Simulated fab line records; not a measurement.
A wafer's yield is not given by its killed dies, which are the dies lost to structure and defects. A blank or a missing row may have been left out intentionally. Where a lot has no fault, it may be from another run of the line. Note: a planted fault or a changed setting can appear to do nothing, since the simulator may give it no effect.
Split-lot experiment -- flow n5-finfet -- on a route of 1938 steps: 7 lots, 39 wafers read

== ABOUT THE SPLIT ==
At N5_FIN_SAQP_ETCH_52 (etches SOC in N2/H2, target depth 100 nm, overetch 20 nm, time 150 s), the setting source-w was moved away from the recipe's 840 W on 15 of the 39 wafers read, by -14.5% to +11.5%. This setting was run at the recipe's value on the other wafers.

The reading is taken at the split's own step.

== THE READING ==
rf-vpp-V, in V, at N5_FIN_SAQP_ETCH_52 (etches SOC in N2/H2, target depth 100 nm, overetch 20 nm, time 150 s). Fault-free wafers of this fab line usually give 525.1 V, standard deviation 2.8 V.

wafer,"tool, chamber at the split","source-w as run, W",against the recipe,"rf-vpp-V, V",against lot-mates on the recipe
L076.1,"rie-diel-02, 1",840,recipe,522.4,-
L076.2,"rie-diel-02, 0",840,recipe,526.2,-
L076.3,"rie-diel-02, 2",840,recipe,520.9,-
L076.4,"rie-diel-02, 3",840,recipe,527.3,-
L076.5,"rie-diel-02, 1",840,recipe,522.9,-
L076.6,"rie-diel-02, 0",840,recipe,526.4,-
L077.1,"rie-diel-05, 0",840,recipe,526.9,-
L077.2,"rie-diel-05, 2",840,recipe,526.3,-
L077.4,"rie-diel-05, 3",840,recipe,526.7,-
L083.1,"rie-diel-02, 0",840,recipe,527.2,-
L083.2,"rie-diel-02, 2",779.2,-7.2%,533.1,+5.3
L083.3,"rie-diel-02, 3",779.2,-7.2%,542.8,+15.0
L083.4,"rie-diel-02, 1",779.2,-7.2%,534.3,+6.5
L083.5,"rie-diel-02, 3",840,recipe,529.1,-
L083.6,"rie-diel-02, 0",840,recipe,527.2,-
L086.1,"rie-diel-05, 0",718.4,-14.5%,554.2,+30.2
L086.2,"rie-diel-05, 3",718.4,-14.5%,553.7,+29.7
L086.3,"rie-diel-05, 2",718.4,-14.5%,553.3,+29.3
L086.4,"rie-diel-05, 1",840,recipe,521.8,-
L086.5,"rie-diel-05, 0",840,recipe,526.4,-
L086.6,"rie-diel-05, 1",840,recipe,523.8,-
L089.1,"rie-diel-05, 1",840,recipe,522.4,-
L089.2,"rie-diel-05, 0",936.2,+11.5%,508.8,-14.3
L089.3,"rie-diel-05, 2",936.2,+11.5%,507.8,-15.3
L089.4,"rie-diel-05, 3",840,recipe,526.5,-
L089.5,"rie-diel-05, 2",936.2,+11.5%,508.9,-14.2
L089.6,"rie-diel-05, 1",840,recipe,520.5,-
L090.1,"rie-diel-03, 0",886.9,+5.6%,516.1,-10.0
L090.2,"rie-diel-03, 3",840,recipe,527.3,-
L090.3,"rie-diel-03, 1",840,recipe,526.0,-
L090.4,"rie-diel-03, 2",886.9,+5.6%,518.5,-7.6
L090.5,"rie-diel-03, 0",886.9,+5.6%,516.3,-9.8
L090.6,"rie-diel-03, 3",840,recipe,524.9,-
L096.1,"rie-diel-02, 3",932.9,+11.1%,509.7,-12.8
L096.2,"rie-diel-02, 2",840,recipe,520.2,-
L096.3,"rie-diel-02, 1",840,recipe,521.2,-
L096.4,"rie-diel-02, 0",932.9,+11.1%,507.6,-14.9
L096.5,"rie-diel-02, 1",932.9,+11.1%,504.1,-18.4
L096.6,"rie-diel-02, 0",840,recipe,526.2,-

THE FIT
A straight line over all 39 wafers: rf-vpp-V changes by -1.71 V for each +1% of source-w; r = -0.97; the points scatter about the line by 2.9 V.
The same after taking each lot's own level away (the mean of its wafers on the recipe; 39 wafers): -1.63 V for each +1%; r = -0.96; scatter 3.1 V.
On that fit, the largest move of source-w shifts the reading by 24 V.
Across the lots, their own levels run from 522.53 to 527.83 V, a range of 1.9 times the standard deviation given above.
Consequently the slope shifts little with the lot-to-lot level, the two slopes agreeing.
Check: with one of the wafers moved furthest among these (-14.5%) left out of the fit, the line predicts +23.1 V for it against its lot-mates. Against them it came out at +30.2 V.
Tool readings at the split's step, against how far the setting was moved: rf-vpp-V r = -0.97.

== THE WHOLE CHAIN: every reading that the file lists as answering this split, in the file's order ==
step,what it does,reading,change (the file's fit),r (the file's)
N5_FIN_SAQP_ETCH_52,"etches SOC in N2/H2, target depth 100 nm, overetch 20 nm, time 150 s",rf-vpp-V,-1.62 V for each +1% of the setting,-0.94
N5_FIN_SAQP_ETCH_52,"etches SOC in N2/H2, target depth 100 nm, overetch 20 nm, time 150 s","SiARC_of_FIN_SAQP_COAT_50.thk-nm (the simulator's own value, which no gauge read)",-0.0328 nm for each +1% of the setting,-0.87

== THE FILE'S OWN FIT ==
rf-vpp-V changes by -1.62 V for each +1% of source-w, r = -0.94.
